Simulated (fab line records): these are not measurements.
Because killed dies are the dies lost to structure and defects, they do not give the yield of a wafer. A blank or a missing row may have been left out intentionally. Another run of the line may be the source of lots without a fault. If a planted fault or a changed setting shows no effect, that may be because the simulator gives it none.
A sampling plan put to the test | flow n5_finfet | one line in one fab, 27 faults in these records, each fault weighed on the records of the lots it struck
Plan = the line's own looks (route steps where a gauge or an inspection reads the wafer without altering it). A look is open to judgement when struck wafers have a number at it and the file gives its usual mean and standard deviation on fault-free wafers. Caught: 4 or more of those standard deviations (sigma) separate the usual mean from the mean of the struck wafers at a look after the fault's first step. On the tool: the test repeated on the tool's own readings taken at the fault's steps. A different recipe on the struck wafers counts as caught too, as does a record blank only for those wafers.

## THE FAULTS, as the simulator had put them in
1. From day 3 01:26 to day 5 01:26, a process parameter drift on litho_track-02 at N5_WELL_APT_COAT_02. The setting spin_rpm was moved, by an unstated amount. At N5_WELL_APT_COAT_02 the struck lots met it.
2. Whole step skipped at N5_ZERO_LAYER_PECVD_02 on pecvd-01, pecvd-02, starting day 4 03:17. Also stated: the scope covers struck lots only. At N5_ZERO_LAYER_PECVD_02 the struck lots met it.
3. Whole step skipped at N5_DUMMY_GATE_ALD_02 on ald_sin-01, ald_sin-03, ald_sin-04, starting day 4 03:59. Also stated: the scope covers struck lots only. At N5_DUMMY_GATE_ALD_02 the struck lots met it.
4. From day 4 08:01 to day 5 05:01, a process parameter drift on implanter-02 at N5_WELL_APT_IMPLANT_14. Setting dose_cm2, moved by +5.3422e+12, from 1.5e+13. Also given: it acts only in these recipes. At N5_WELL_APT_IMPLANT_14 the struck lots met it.
5. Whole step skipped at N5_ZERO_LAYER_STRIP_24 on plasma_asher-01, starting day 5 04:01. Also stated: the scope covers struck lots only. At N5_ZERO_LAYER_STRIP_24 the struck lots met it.
6. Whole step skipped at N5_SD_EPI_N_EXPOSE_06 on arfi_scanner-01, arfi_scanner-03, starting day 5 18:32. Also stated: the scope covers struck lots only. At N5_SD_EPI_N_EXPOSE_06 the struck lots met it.
7. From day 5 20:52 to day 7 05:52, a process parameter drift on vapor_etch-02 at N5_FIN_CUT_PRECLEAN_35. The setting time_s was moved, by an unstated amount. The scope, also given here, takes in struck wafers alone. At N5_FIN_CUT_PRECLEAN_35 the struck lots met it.
8. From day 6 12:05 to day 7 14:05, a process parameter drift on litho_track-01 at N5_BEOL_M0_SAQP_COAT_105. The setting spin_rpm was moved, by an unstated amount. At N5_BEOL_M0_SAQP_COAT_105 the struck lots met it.
9. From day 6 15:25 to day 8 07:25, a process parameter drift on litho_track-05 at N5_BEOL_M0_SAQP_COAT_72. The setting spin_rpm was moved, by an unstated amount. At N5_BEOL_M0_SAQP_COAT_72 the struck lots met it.
10. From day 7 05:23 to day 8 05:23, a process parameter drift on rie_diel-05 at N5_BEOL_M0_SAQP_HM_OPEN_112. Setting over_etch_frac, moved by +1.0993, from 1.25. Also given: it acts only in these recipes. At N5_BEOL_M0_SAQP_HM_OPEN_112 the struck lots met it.
11. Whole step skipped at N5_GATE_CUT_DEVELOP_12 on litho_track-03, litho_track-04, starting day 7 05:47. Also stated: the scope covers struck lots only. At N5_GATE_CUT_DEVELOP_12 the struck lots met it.
12. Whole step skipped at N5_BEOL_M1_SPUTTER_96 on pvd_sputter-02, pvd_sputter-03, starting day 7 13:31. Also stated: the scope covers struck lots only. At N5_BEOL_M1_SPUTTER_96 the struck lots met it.
13. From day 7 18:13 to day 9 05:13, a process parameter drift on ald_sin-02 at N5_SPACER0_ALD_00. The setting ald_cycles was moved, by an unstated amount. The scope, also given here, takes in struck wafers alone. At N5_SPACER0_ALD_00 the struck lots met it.
14. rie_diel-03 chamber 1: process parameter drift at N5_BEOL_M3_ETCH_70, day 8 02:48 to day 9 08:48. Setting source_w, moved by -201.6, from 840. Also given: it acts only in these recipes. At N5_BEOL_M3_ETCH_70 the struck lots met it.
15. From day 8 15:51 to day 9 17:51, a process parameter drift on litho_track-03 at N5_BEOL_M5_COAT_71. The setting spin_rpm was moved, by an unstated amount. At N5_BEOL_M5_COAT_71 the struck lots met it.
16. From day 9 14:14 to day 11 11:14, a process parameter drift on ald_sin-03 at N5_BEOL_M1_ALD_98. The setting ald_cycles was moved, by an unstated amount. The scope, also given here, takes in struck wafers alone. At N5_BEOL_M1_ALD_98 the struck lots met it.
17. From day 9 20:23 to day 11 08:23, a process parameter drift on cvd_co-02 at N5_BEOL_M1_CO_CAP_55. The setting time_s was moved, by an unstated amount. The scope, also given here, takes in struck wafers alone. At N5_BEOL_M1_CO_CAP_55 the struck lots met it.
18. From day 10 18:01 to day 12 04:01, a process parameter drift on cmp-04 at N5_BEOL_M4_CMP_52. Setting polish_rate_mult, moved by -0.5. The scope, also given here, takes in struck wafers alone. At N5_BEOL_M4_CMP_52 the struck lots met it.
19. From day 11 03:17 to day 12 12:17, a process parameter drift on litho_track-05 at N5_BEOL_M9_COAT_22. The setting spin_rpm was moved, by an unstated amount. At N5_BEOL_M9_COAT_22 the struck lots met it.
20. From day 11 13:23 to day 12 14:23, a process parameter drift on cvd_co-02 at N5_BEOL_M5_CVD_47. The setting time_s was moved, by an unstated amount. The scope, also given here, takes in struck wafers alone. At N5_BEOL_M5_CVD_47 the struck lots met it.
21. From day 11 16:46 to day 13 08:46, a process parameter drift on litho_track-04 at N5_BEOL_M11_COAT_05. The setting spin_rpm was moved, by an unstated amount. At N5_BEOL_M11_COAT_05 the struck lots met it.
22. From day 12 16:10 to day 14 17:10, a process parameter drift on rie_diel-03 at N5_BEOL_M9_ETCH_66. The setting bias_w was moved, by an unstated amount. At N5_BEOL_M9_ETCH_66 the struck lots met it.
23. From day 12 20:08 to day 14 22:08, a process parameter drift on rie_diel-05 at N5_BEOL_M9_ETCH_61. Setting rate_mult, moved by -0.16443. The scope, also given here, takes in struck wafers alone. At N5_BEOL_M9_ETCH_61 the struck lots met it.
24. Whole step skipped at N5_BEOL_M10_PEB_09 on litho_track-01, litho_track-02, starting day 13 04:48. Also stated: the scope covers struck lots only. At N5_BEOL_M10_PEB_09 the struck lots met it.
25. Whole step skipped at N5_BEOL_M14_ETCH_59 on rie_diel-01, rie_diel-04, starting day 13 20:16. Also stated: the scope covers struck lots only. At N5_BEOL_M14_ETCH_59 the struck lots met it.
26. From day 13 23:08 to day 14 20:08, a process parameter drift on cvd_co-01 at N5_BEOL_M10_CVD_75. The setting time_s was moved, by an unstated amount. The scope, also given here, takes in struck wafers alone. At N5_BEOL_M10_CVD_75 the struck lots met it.
27. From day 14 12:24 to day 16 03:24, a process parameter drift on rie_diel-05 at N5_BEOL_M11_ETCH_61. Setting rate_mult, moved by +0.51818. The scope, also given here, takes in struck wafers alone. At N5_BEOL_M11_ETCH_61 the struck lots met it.

## WHAT THE PLAN SAW
fault | on the tool itself                               | first look that catches it                      | reading, sigma                                   | median hours from its first step to that look | hours from the fault's start to the first struck lot there | judged looks passed uncaught
1     | spin_speed_rpm -99 or beyond sigma               | not the one look that can be judged after it    | -                                                | -                                             | -                                                          | 1
2     | the tool's record is blank for the struck wafers | no look after it can be judged                  | -                                                | -                                             | -                                                          | 0
3     | the tool's record is blank for the struck wafers | no look after it can be judged                  | -                                                | -                                             | -                                                          | 0
4     | dose_ions_cm2 +99 or beyond sigma                | no look after it can be judged                  | -                                                | -                                             | -                                                          | 0
5     | the tool's record is blank for the struck wafers | not the one look that can be judged after it    | -                                                | -                                             | -                                                          | 1
6     | no reading that can be judged                    | no look after it can be judged                  | -                                                | -                                             | -                                                          | 0
7     | under 2 sigma                                    | no look after it can be judged                  | -                                                | -                                             | -                                                          | 0
8     | spin_speed_rpm +58 sigma                         | not the one look that can be judged after it    | -                                                | -                                             | -                                                          | 1
9     | spin_speed_rpm +51 sigma                         | none of the 2 looks that can be judged after it | -                                                | -                                             | -                                                          | 2
10    | under 2 sigma                                    | not the one look that can be judged after it    | -                                                | -                                             | -                                                          | 1
11    | the tool's record is blank for the struck wafers | no look after it can be judged                  | -                                                | -                                             | -                                                          | 0
12    | the tool's record is blank for the struck wafers | not the one look that can be judged after it    | -                                                | -                                             | -                                                          | 1
13    | under 2 sigma                                    | not the one look that can be judged after it    | -                                                | -                                             | -                                                          | 1
14    | rf_fwd_power_W -66 sigma                         | none of the 2 looks that can be judged after it | -                                                | -                                             | -                                                          | 2
15    | spin_speed_rpm -99 or beyond sigma               | not the one look that can be judged after it    | -                                                | -                                             | -                                                          | 1
16    | under 2 sigma                                    | not the one look that can be judged after it    | -                                                | -                                             | -                                                          | 1
17    | run_length_s -99 or beyond sigma                 | not the one look that can be judged after it    | strongest: ION_N at N5_BEOL_M4_RC_MEAS_101, -2.2 | -                                             | -                                                          | 1
18    | overpolish_run_s -99 or beyond sigma             | N5_BEOL_M4_THK_MEAS_53                          | M4_THK +71                                       | 0.2                                           | 8                                                          | 0
19    | spin_speed_rpm -99 or beyond sigma               | no look after it can be judged                  | -                                                | -                                             | -                                                          | 0
20    | run_length_s -8.3 sigma                          | no look after it can be judged                  | -                                                | -                                             | -                                                          | 0
21    | spin_speed_rpm -74 sigma                         | no look after it can be judged                  | -                                                | -                                             | -                                                          | 0
22    | bias_w +64 sigma                                 | no look after it can be judged                  | -                                                | -                                             | -                                                          | 0
23    | etch_rf_on_time_s +6.9 sigma                     | no look after it can be judged                  | -                                                | -                                             | -                                                          | 0
24    | the tool's record is blank for the struck wafers | no look after it can be judged                  | -                                                | -                                             | -                                                          | 0
25    | the tool's record is blank for the struck wafers | not the one look that can be judged after it    | -                                                | -                                             | -                                                          | 1
26    | run_length_s +99 or beyond sigma                 | no look after it can be judged                  | -                                                | -                                             | -                                                          | 0
27    | etch_rf_on_time_s -10 sigma                      | no look after it can be judged                  | -                                                | -                                             | -                                                          | 0
A dash: this means the fault isn't caught or the number doesn't appear in these records.

Caught at a look: 1 of 27. Caught on the tool: 22 of 27. By one or the other: 22 of 27.
On the tool alone, faults 1, 2, 3, 4, 5, 8, 9, 11, 12, 14, 15, 17, 19, 20, 21, 22, 23, 24, 25, 26, 27 were caught.
Caught by neither: faults 6, 7, 10, 13, 16.

## THINNER SAMPLING
Were the look that catches a fault to measure just every second or every third lot (counted by lot number), the first struck lot would, at worst, be measured this late:
fault | struck lots at that look, in order of time | every lot | every second lot | every third lot
18    | L181                                       | 8 h       | may miss it      | may miss it
Hours count from the start of the fault until the first struck lot that is measured. Since the struck wafers were tested as one group against 4 sigma, a single lot by itself may lie under the limit. Other struck lots may not be in these records.

## THE LONGEST TIMED WAY FROM STEP TO LOOK
In fault 18, a median of 0.2 hours elapses between N5_BEOL_M4_CMP_52 and N5_BEOL_M4_THK_MEAS_53. No look between them can be judged.
